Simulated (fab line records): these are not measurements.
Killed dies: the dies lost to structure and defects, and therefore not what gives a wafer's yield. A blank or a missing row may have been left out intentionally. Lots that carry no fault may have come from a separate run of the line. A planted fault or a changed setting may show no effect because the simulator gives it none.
Problem report, 8D (eight disciplines) form, completed by code | flow n5 finfet | the parts of the form that need people (team, actions taken, sign-off) are left out

== 1. WHAT IS WRONG ==
At N5_FIN_CUT_COAT_19, run length s averages 58.70 s over 6 wafers from 2 lots, while fault-free wafers read 66.41 s, standard deviation 0.15. Relative to the usual mean, that is a shift of -51 standard deviations.
The step: time 60 s, resist thk 20 nm.
First seen on wafer L167.4, day 4 10:10, on litho track-01. The record holds 27 wafers of 9 lots with a number at this step. Rule for "out" (also "out of limits"): further than 4 standard deviations from the usual mean. The rest of the wafers with a number are treated as sound.

== 2. WHAT IT IS, AND WHAT IT ISN'T ==
question                    | is                                 | is not
which readings at this step | run length s, heater power total W | dispense pressure kPa, spin speed rpm
which lots                  | L167, L170                         | L158, L164, L165, L171, L176, L178, L180
which wafers of those lots  | all that have a number             | -
read on which tools         | litho track-01                     | litho track-04
when                        | from day 4 10:10                   | up to then (9 sound wafers); but 12 sound wafers of L171, L176, L178, L180 came after

== 3. WHAT RULES OUT EACH SUSPECT ==
Counting: a tool at any process step up to the reading remains a suspect when it ran all the lots that are out and ran no sound lot after the first of those.
- litho track-01 at N5_FIN_CUT_COAT_19 (time 60 s, resist thk 20 nm): kept. It processed each lot that is out, first L167 at day 4 10:10, and no sound lot thereafter; up to then, the last sound lot it processed was L165 at day 3 20:43. Its own heater power total W, run length s readings are out on those wafers.
Left after counting: litho track-01 at N5_FIN_CUT_COAT_19.

== 4. THE CAUSE (what the simulator had put in) ==
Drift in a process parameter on litho track-01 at N5_FIN_CUT_COAT_19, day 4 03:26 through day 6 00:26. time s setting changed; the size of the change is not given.
Counting left only this tool.

== 5. THE EFFECT CHAIN, in route order ==
Each row: a reading where the mean over the struck wafers with a number is more than 3 standard deviations away from the usual. Readings are gone through only where the record gives a usual standard deviation; hours: the median, over the lots, of the time from a lot's start at the first step in this table giving one to that lot's start at this step; sigmas: the change measured in usual standard deviations.
hours | step               | reading              | usual   | on struck wafers | change | sigmas
0     | N5_FIN_CUT_COAT_19 | heater power total W | 427.2 W | 465.7            | +38.5  | +18
0     | N5_FIN_CUT_COAT_19 | run length s         | 66.41 s | 58.70            | -7.71  | -51
It contains these process steps:
- N5_FIN_CUT_COAT_19: time 60 s, resist thk 20 nm.
Later steps that measure or inspect, where all struck wafers having a row at the step show a number for every such reading and not one has moved that far: N5_FIN_CUT_CD_MEAS_08, N5_BEOL_M4_RC_MEAS_101.

== 6. HOW IT WOULD HAVE BEEN CAUGHT EARLIER ==
First out-of-limits reading in this record: day 4 10:10, which is 7 hours after fault onset at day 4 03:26.
